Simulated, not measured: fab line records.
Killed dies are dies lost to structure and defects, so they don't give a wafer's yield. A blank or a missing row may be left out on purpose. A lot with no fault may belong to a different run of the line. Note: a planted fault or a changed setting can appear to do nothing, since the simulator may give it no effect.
Which tool did it? :: flow n5_finfet :: 11 lots with 32 wafers sampled at 5 steps, on a route of 1938 steps

WHAT EACH GAUGE READ, for each wafer
Not one reading of a measure or inspect step in the record can be checked against a usual standard deviation.

WHICH TOOL RAN EACH LOT (tool, then ch and the chambers of the sampled wafers, then the start)
lot: L843
N5_GATE_CUT_ETCH_56: rie_metal-03 ch 0,1, day 4 20:25
N5_PASSIVATION_PRE_CLEAN_19: pvd_sputter-02, day 14 00:47
N5_PASSIVATION_SPUTTER_20: pvd_sputter-02, day 14 00:49
N5_PASSIVATION_AL_ETCH_33: rie_metal-03 ch 0,1, day 14 01:41
N5_PASSIVATION_PROBE_49: prober-02, day 14 06:33

lot: L845
N5_GATE_CUT_ETCH_56: rie_metal-02 ch 0,1, day 5 06:21
N5_PASSIVATION_PRE_CLEAN_19: pvd_sputter-02, day 14 01:25
N5_PASSIVATION_SPUTTER_20: pvd_sputter-02, day 14 01:28
N5_PASSIVATION_AL_ETCH_33: rie_metal-03 ch 0,1, day 14 02:20
N5_PASSIVATION_PROBE_49: -

lot: L846
N5_GATE_CUT_ETCH_56: rie_metal-03 ch 0,1, day 5 15:28
N5_PASSIVATION_PRE_CLEAN_19: pvd_sputter-03, day 14 00:54
N5_PASSIVATION_SPUTTER_20: pvd_sputter-03, day 14 00:56
N5_PASSIVATION_AL_ETCH_33: rie_metal-02 ch 1, day 14 02:07
N5_PASSIVATION_PROBE_49: prober-02, day 14 07:45

lot: L849
N5_GATE_CUT_ETCH_56: rie_metal-03 ch 0,1, day 6 10:20
N5_PASSIVATION_PRE_CLEAN_19: pvd_sputter-03, day 14 07:41
N5_PASSIVATION_SPUTTER_20: pvd_sputter-03, day 14 07:43
N5_PASSIVATION_AL_ETCH_33: rie_metal-02 ch 0,1, day 14 08:57
N5_PASSIVATION_PROBE_49: prober-02, day 14 13:50

lot: L851
N5_GATE_CUT_ETCH_56: rie_metal-03 ch 0,1, day 6 23:26
N5_PASSIVATION_PRE_CLEAN_19: pvd_sputter-02, day 14 22:12
N5_PASSIVATION_SPUTTER_20: pvd_sputter-02, day 14 22:14
N5_PASSIVATION_AL_ETCH_33: rie_metal-02 ch 0,1, day 14 22:59
N5_PASSIVATION_PROBE_49: prober-01, day 15 04:01

lot: L852
N5_GATE_CUT_ETCH_56: rie_metal-01 ch 0,1, day 7 03:19
N5_PASSIVATION_PRE_CLEAN_19: pvd_sputter-03, day 15 02:01
N5_PASSIVATION_SPUTTER_20: pvd_sputter-03, day 15 02:03
N5_PASSIVATION_AL_ETCH_33: rie_metal-02 ch 0,1, day 15 03:04
N5_PASSIVATION_PROBE_49: prober-01, day 15 07:51

lot: L856
N5_GATE_CUT_ETCH_56: rie_metal-03 ch 0,1, day 8 17:55
N5_PASSIVATION_PRE_CLEAN_19: pvd_sputter-01, day 16 03:56
N5_PASSIVATION_SPUTTER_20: pvd_sputter-01, day 16 03:59
N5_PASSIVATION_AL_ETCH_33: rie_metal-03 ch 0,1, day 16 04:51
N5_PASSIVATION_PROBE_49: prober-02, day 16 09:38

lot: L860
N5_GATE_CUT_ETCH_56: rie_metal-03 ch 0,1, day 9 21:02
N5_PASSIVATION_PRE_CLEAN_19: pvd_sputter-01, day 18 08:47
N5_PASSIVATION_SPUTTER_20: pvd_sputter-01, day 18 08:49
N5_PASSIVATION_AL_ETCH_33: rie_metal-01 ch 0,1, day 18 09:42
N5_PASSIVATION_PROBE_49: prober-01, day 18 14:47

lot: L861
N5_GATE_CUT_ETCH_56: rie_metal-01 ch 0,1, day 10 03:04
N5_PASSIVATION_PRE_CLEAN_19: pvd_sputter-03, day 17 23:41
N5_PASSIVATION_SPUTTER_20: pvd_sputter-03, day 17 23:43
N5_PASSIVATION_AL_ETCH_33: rie_metal-03 ch 0,1, day 18 00:36
N5_PASSIVATION_PROBE_49: prober-01, day 18 05:21

lot: L859
N5_GATE_CUT_ETCH_56: rie_metal-03 ch 0,1, day 10 05:58
N5_PASSIVATION_PRE_CLEAN_19: pvd_sputter-03, day 18 09:13
N5_PASSIVATION_SPUTTER_20: pvd_sputter-03, day 18 09:15
N5_PASSIVATION_AL_ETCH_33: rie_metal-03 ch 0,1, day 18 10:11
N5_PASSIVATION_PROBE_49: prober-02, day 18 15:34

lot: L863
N5_GATE_CUT_ETCH_56: rie_metal-02 ch 1, day 10 08:09
N5_PASSIVATION_PRE_CLEAN_19: pvd_sputter-02, day 19 08:16
N5_PASSIVATION_SPUTTER_20: pvd_sputter-02, day 19 08:19
N5_PASSIVATION_AL_ETCH_33: rie_metal-03 ch 1, day 19 09:56
N5_PASSIVATION_PROBE_49: -
- N5_GATE_CUT_ETCH_56: etches TiN in Cl2/Ar, target depth 21.6 nm.
- N5_PASSIVATION_PRE_CLEAN_19
- N5_PASSIVATION_SPUTTER_20: material TaN, target thk 50 nm.
- N5_PASSIVATION_AL_ETCH_33: etches Al in Cl2/BCl3, stops on TaN, target depth 2800 nm, time 466.7 s.
- N5_PASSIVATION_PROBE_49

WHAT THE TOOLS THEMSELVES READ (means of the sampled wafers that have a number; where no wafer has one, the mark that the record gives instead)
N5_GATE_CUT_ETCH_56. Usual: drypump_motor_current_A 5.4 A, standard deviation 0.36; mfc_cl2_sccm 40.00 sccm, standard deviation 0.12; oes_product_au 0.77 a.u., standard deviation 0.1; rf_fwd_power_W 596.4 W, standard deviation 1.7; throttle_valve_pct 21.01 %, standard deviation 0.26.
lot: L843
tool: rie_metal-03
drypump_motor_current_A (A): 5.5
mfc_cl2_sccm (sccm): 39.95
oes_product_au (a.u.): 0.81
rf_fwd_power_W (W): 598.4
throttle_valve_pct (%): 20.98
flag: 

lot: L845
tool: rie_metal-02
drypump_motor_current_A (A): 5.2
mfc_cl2_sccm (sccm): 40.13
oes_product_au (a.u.): 0.76
rf_fwd_power_W (W): 595.7
throttle_valve_pct (%): 20.93
flag: 

lot: L846
tool: rie_metal-03
drypump_motor_current_A (A): 5.5
mfc_cl2_sccm (sccm): 39.94
oes_product_au (a.u.): 0.82
rf_fwd_power_W (W): 595.4
throttle_valve_pct (%): 20.98
flag: 

lot: L849
tool: rie_metal-03
drypump_motor_current_A (A): 5.5
mfc_cl2_sccm (sccm): 39.91
oes_product_au (a.u.): 0.81
rf_fwd_power_W (W): 595.9
throttle_valve_pct (%): 20.97
flag: 

lot: L851
tool: rie_metal-03
drypump_motor_current_A (A): 5.3
mfc_cl2_sccm (sccm): 40.08
oes_product_au (a.u.): 0.75
rf_fwd_power_W (W): 597.2
throttle_valve_pct (%): 20.97
flag: 

lot: L852
tool: rie_metal-01
drypump_motor_current_A (A): 5.7
mfc_cl2_sccm (sccm): 40.00
oes_product_au (a.u.): 0.74
rf_fwd_power_W (W): 596.7
throttle_valve_pct (%): 21.24
flag: 

lot: L856
tool: rie_metal-03
drypump_motor_current_A (A): 5.5
mfc_cl2_sccm (sccm): 39.96
oes_product_au (a.u.): 0.79
rf_fwd_power_W (W): 596.4
throttle_valve_pct (%): 21.00
flag: 

lot: L860
tool: rie_metal-03
drypump_motor_current_A (A): 5.3
mfc_cl2_sccm (sccm): 40.17
oes_product_au (a.u.): 0.74
rf_fwd_power_W (W): 595.2
throttle_valve_pct (%): 20.99
flag: 

lot: L861
tool: rie_metal-01
drypump_motor_current_A (A): 5.7
mfc_cl2_sccm (sccm): 40.03
oes_product_au (a.u.): 0.71
rf_fwd_power_W (W): 596.7
throttle_valve_pct (%): 21.25
flag: 

lot: L859
tool: rie_metal-03
drypump_motor_current_A (A): 5.3
mfc_cl2_sccm (sccm): 40.03
oes_product_au (a.u.): 0.74
rf_fwd_power_W (W): 595.0
throttle_valve_pct (%): 20.99
flag: 

lot: L863
tool: rie_metal-02
drypump_motor_current_A (A): 5.2
mfc_cl2_sccm (sccm): 40.01
oes_product_au (a.u.): 0.64
rf_fwd_power_W (W): 593.1
throttle_valve_pct (%): 21.12
flag: 

N5_PASSIVATION_PRE_CLEAN_19. Usual: 462 W for heater_power_w, sd 42.
lot: L843
tool: pvd_sputter-02
heater_power_w (W): 479
flag: 

lot: L845
tool: pvd_sputter-02
heater_power_w (W): 462
flag: 

lot: L846
tool: pvd_sputter-03
heater_power_w (W): 473
flag: 

lot: L849
tool: pvd_sputter-03
heater_power_w (W): 467
flag: 

lot: L851
tool: pvd_sputter-02
heater_power_w (W): 452
flag: 

lot: L852
tool: pvd_sputter-03
heater_power_w (W): 430
flag: 

lot: L856
tool: pvd_sputter-01
heater_power_w (W): 508
flag: 

lot: L860
tool: pvd_sputter-01
heater_power_w (W): 505
flag: 

lot: L861
tool: pvd_sputter-03
heater_power_w (W): 417
flag: 

lot: L859
tool: pvd_sputter-03
heater_power_w (W): 438
flag: 

lot: L863
tool: pvd_sputter-02
heater_power_w (W): 450
flag: 

N5_PASSIVATION_SPUTTER_20. Usual: 30.3 % for throttle_valve_pct, sd 1.2.
lot: L843
tool: pvd_sputter-02
throttle_valve_pct (%): 29.2
flag: 

lot: L845
tool: pvd_sputter-02
throttle_valve_pct (%): 29.0
flag: 

lot: L846
tool: pvd_sputter-03
throttle_valve_pct (%): 30.8
flag: 

lot: L849
tool: pvd_sputter-03
throttle_valve_pct (%): 31.4
flag: 

lot: L851
tool: pvd_sputter-02
throttle_valve_pct (%): 29.1
flag: 

lot: L852
tool: pvd_sputter-03
throttle_valve_pct (%): 30.5
flag: 

lot: L856
tool: pvd_sputter-01
throttle_valve_pct (%): 30.8
flag: 

lot: L860
tool: pvd_sputter-01
throttle_valve_pct (%): 30.9
flag: 

lot: L861
tool: pvd_sputter-03
throttle_valve_pct (%): 30.0
flag: 

lot: L859
tool: pvd_sputter-03
throttle_valve_pct (%): 30.4
flag: 

lot: L863
tool: pvd_sputter-02
throttle_valve_pct (%): 29.1
flag: 

N5_PASSIVATION_AL_ETCH_33. Usual: drypump_motor_current_A 5.4 A, standard deviation 0.33; mfc_cl2_sccm 180.0 sccm, standard deviation 0.52; oes_product_au 0.73 a.u., standard deviation 0.083; rf_fwd_power_W 898.4 W, standard deviation 2.8; throttle_valve_pct 34.3 %, standard deviation 0.36.
lot: L843
tool: rie_metal-03
drypump_motor_current_A (A): 5.5
mfc_cl2_sccm (sccm): 180.2
oes_product_au (a.u.): 0.70
rf_fwd_power_W (W): 898.0
throttle_valve_pct (%): 34.5
flag: 

lot: L845
tool: rie_metal-03
drypump_motor_current_A (A): 5.5
mfc_cl2_sccm (sccm): 180.1
oes_product_au (a.u.): 0.70
rf_fwd_power_W (W): 896.3
throttle_valve_pct (%): 34.5
flag: 

lot: L846
tool: rie_metal-02
drypump_motor_current_A (A): 5.2
mfc_cl2_sccm (sccm): 180.2
oes_product_au (a.u.): 0.84
rf_fwd_power_W (W): 896.2
throttle_valve_pct (%): 33.9
flag: 

lot: L849
tool: rie_metal-02
drypump_motor_current_A (A): 5.2
mfc_cl2_sccm (sccm): 179.9
oes_product_au (a.u.): 0.82
rf_fwd_power_W (W): 896.1
throttle_valve_pct (%): 34.0
flag: 

lot: L851
tool: rie_metal-02
drypump_motor_current_A (A): 5.2
mfc_cl2_sccm (sccm): 180.0
oes_product_au (a.u.): 0.80
rf_fwd_power_W (W): 896.8
throttle_valve_pct (%): 34.0
flag: 

lot: L852
tool: rie_metal-02
drypump_motor_current_A (A): 5.2
mfc_cl2_sccm (sccm): 180.8
oes_product_au (a.u.): 0.77
rf_fwd_power_W (W): 898.7
throttle_valve_pct (%): 34.0
flag: 

lot: L856
tool: rie_metal-03
drypump_motor_current_A (A): 5.5
mfc_cl2_sccm (sccm): 179.3
oes_product_au (a.u.): 0.68
rf_fwd_power_W (W): 894.4
throttle_valve_pct (%): 34.5
flag: 

lot: L860
tool: rie_metal-01
drypump_motor_current_A (A): 5.4
mfc_cl2_sccm (sccm): 179.5
oes_product_au (a.u.): 0.74
rf_fwd_power_W (W): 895.1
throttle_valve_pct (%): 34.6
flag: 

lot: L861
tool: rie_metal-03
drypump_motor_current_A (A): 5.3
mfc_cl2_sccm (sccm): 179.2
oes_product_au (a.u.): 0.63
rf_fwd_power_W (W): 896.2
throttle_valve_pct (%): 34.4
flag: 

lot: L859
tool: rie_metal-03
drypump_motor_current_A (A): 5.3
mfc_cl2_sccm (sccm): 179.8
oes_product_au (a.u.): 0.64
rf_fwd_power_W (W): 898.6
throttle_valve_pct (%): 34.4
flag: 

lot: L863
tool: rie_metal-03
drypump_motor_current_A (A): 5.7
mfc_cl2_sccm (sccm): 180.5
oes_product_au (a.u.): 0.71
rf_fwd_power_W (W): 904.9
throttle_valve_pct (%): 34.6
flag: 

N5_PASSIVATION_PROBE_49. Usual: defect_limited_yield 91.0 %, standard deviation 1.6; killed_at_M0_to_M3 35, standard deviation 11; killed_at_M4_up 14, standard deviation 5.3; killed_at_contacts 13, standard deviation 6.7; killed_at_front_end 41, standard deviation 12; killed_at_other 3.9, standard deviation 2.7; killed_dies 106, standard deviation 19; killed_open 70, standard deviation 14; killed_short 35, standard deviation 8.8; sort_bin_5_function 5.3 %, standard deviation 1; sort_bin_6_memory 3.3 %, standard deviation 0.81; sort_n_pass 1073, standard deviation 19; sort_yield_pct 91.0 %, standard deviation 1.6.
lot: L843
tool: prober-02
defect_limited_yield (%): 90.9
killed_at_M0_to_M3: 38
killed_at_M4_up: 7
killed_at_contacts: 16
killed_at_front_end: 40
killed_at_other: 5.3
killed_dies: 107
killed_open: 70
killed_short: 34
sort_bin_5_function (%): 5.9
sort_bin_6_memory (%): 2.8
sort_n_pass: 1073
sort_yield_pct (%): 90.9
flag: 

lot: L846
tool: prober-02
defect_limited_yield (%): 91.5
killed_at_M0_to_M3: 48
killed_at_M4_up: 9
killed_at_contacts: 14
killed_at_front_end: 27
killed_at_other: 2.0
killed_dies: 100
killed_open: 68
killed_short: 31
sort_bin_5_function (%): 4.8
sort_bin_6_memory (%): 3.4
sort_n_pass: 1080
sort_yield_pct (%): 91.5
flag: 

lot: L849
tool: prober-02
defect_limited_yield (%): 89.9
killed_at_M0_to_M3: 24
killed_at_M4_up: 13
killed_at_contacts: 17
killed_at_front_end: 60
killed_at_other: 6.3
killed_dies: 119
killed_open: 66
killed_short: 50
sort_bin_5_function (%): 5.6
sort_bin_6_memory (%): 3.9
sort_n_pass: 1061
sort_yield_pct (%): 89.9
flag: 

lot: L851
tool: prober-01
defect_limited_yield (%): 92.8
killed_at_M0_to_M3: 30
killed_at_M4_up: 8
killed_at_contacts: 9
killed_at_front_end: 33
killed_at_other: 3.7
killed_dies: 85
killed_open: 55
killed_short: 29
sort_bin_5_function (%): 4.4
sort_bin_6_memory (%): 2.6
sort_n_pass: 1095
sort_yield_pct (%): 92.8
flag: 

lot: L852
tool: prober-01
defect_limited_yield (%): 91.5
killed_at_M0_to_M3: 37
killed_at_M4_up: 13
killed_at_contacts: 11
killed_at_front_end: 32
killed_at_other: 7.3
killed_dies: 101
killed_open: 66
killed_short: 30
sort_bin_5_function (%): 5.5
sort_bin_6_memory (%): 2.7
sort_n_pass: 1079
sort_yield_pct (%): 91.5
flag: 

lot: L856
tool: prober-02
defect_limited_yield (%): 92.7
killed_at_M0_to_M3: 25
killed_at_M4_up: 16
killed_at_contacts: 11
killed_at_front_end: 33
killed_at_other: 1.0
killed_dies: 86
killed_open: 58
killed_short: 27
sort_bin_5_function (%): 4.3
sort_bin_6_memory (%): 2.8
sort_n_pass: 1094
sort_yield_pct (%): 92.7
flag: 

lot: L860
tool: prober-01
defect_limited_yield (%): 82.4
killed_at_M0_to_M3: 47
killed_at_M4_up: 8
killed_at_contacts: 3
killed_at_front_end: 146
killed_at_other: 3.3
killed_dies: 208
killed_open: 72
killed_short: 29
sort_bin_5_function (%): 11.0
sort_bin_6_memory (%): 4.0
sort_n_pass: 972
sort_yield_pct (%): 82.4
flag: OFF

lot: L861
tool: prober-01
defect_limited_yield (%): 91.3
killed_at_M0_to_M3: 29
killed_at_M4_up: 16
killed_at_contacts: 16
killed_at_front_end: 38
killed_at_other: 4.0
killed_dies: 103
killed_open: 73
killed_short: 28
sort_bin_5_function (%): 5.4
sort_bin_6_memory (%): 3.0
sort_n_pass: 1077
sort_yield_pct (%): 91.3
flag: 

lot: L859
tool: prober-02
defect_limited_yield (%): 81.6
killed_at_M0_to_M3: 30
killed_at_M4_up: 11
killed_at_contacts: 11
killed_at_front_end: 164
killed_at_other: 1.3
killed_dies: 217
killed_open: 78
killed_short: 32
sort_bin_5_function (%): 11.3
sort_bin_6_memory (%): 4.4
sort_n_pass: 963
sort_yield_pct (%): 81.6
flag: OFF

THE ANSWER, worked out from the rows above alone
Rule: lot off if the mean of its wafers having a number is beyond 3 standard deviations from the usual mean. Also off: a lot with no number at a reading for which 4 or more lots have one. The other lots that the step has rows for count as sound. After the gauges, taken in route order, come the tools' own readings; for these a lot's mean is taken, as printed above. The first step at which some lot is off is used, and at that step the reading that is off furthest; a lot without a number counts as furthest.
Off: L860, L859, at N5_PASSIVATION_PROBE_49 (killed_at_front_end). Neither off nor sound, because the step has no rows for them: L845, L863.
If a tool, at that step or one of the process steps before it, ran each lot that is off and ran no sound lot following the first of them, it fits. One fits: rie_metal-03 at N5_GATE_CUT_ETCH_56. A fault onset in the window from L856 (day 8 17:55, its last sound lot) to L860 (day 9 21:02, its first lot off) fits.

WHAT THE SIMULATOR HAD INSERTED
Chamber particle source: rie_metal-03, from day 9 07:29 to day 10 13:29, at N5_GATE_CUT_ETCH_56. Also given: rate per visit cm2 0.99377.
Lots struck among those shown: L860, L859. Same finding as the rule above.
